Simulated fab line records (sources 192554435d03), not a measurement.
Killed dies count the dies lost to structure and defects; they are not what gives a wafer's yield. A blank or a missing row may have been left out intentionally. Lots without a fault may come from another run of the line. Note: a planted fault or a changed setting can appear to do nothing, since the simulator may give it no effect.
Chamber matching + flow n5 finfet + N5_GATE_CUT_CMP_43 on cmp-04 has 4 sister chambers
The step polishes SiO2. 8 wafers are shown with their chamber, then 8 later ones without.

WAFERS, EACH WITH ITS CHAMBER
| wafer  | chamber | motor current A (A) |
|--------|---------|---------------------|
| L089.1 | 0       | 12.9                |
| L089.5 | 0       | 12.2                |
| L091.5 | 3       | 12.2                |
| L091.6 | 2       | 11.7                |
| L093.1 | 1       | 13.6                |
| L093.3 | 3       | 11.7                |
| L093.5 | 1       | 13.4                |
| L093.2 | 2       | 12.5                |

WAFERS MISSING THEIR CHAMBER
| wafer  | motor current A (A) |
|--------|---------------------|
| L093.4 | 11.5                |
| L093.6 | 11.5                |
| L094.1 | 11.9                |
| L094.2 | 12.6                |
| L094.5 | 12.1                |
| L095.1 | 12.5                |
| L095.2 | 12.2                |
| L095.4 | 13.1                |

WHICH CHAMBER EACH WENT THROUGH
| wafer  | from the rows above               | in truth |
|--------|-----------------------------------|----------|
| L093.4 | can't be placed: 3 or 2 or 0      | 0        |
| L093.6 | can't be placed: 3 or 2 or 0      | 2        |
| L094.1 | can't be placed: 3 or 2 or 0      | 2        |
| L094.2 | can't be placed: 0 or 2 or 3      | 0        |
| L094.5 | can't be placed: 2 or 3 or 0      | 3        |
| L095.1 | can't be placed: 0 or 2 or 3      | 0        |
| L095.2 | can't be placed: 2 or 3 or 0      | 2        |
| L095.4 | can't be placed: 1 or 0 or 2 or 3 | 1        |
Placed correctly: 0 of 8. These rows do not allow placing 8 (true chamber among the candidates in 8). Number placed wrongly: 0.
How it was worked out, from the rows above alone: a wafer's distance from a chamber is the root of the sum, over the readings, of the square of ((its reading less the chamber's mean) divided by the reading's scatter). If the next closest chamber is less than 2 further off than the closest, the wafer can't be placed; otherwise it belongs to the closest. For every chamber, the mean is computed from those of its wafers that are shown. How the scatter is found: for the shown wafers, subtract from each reading the mean of its chamber, square and add these, divide the total by (wafers less chambers), then take the root.
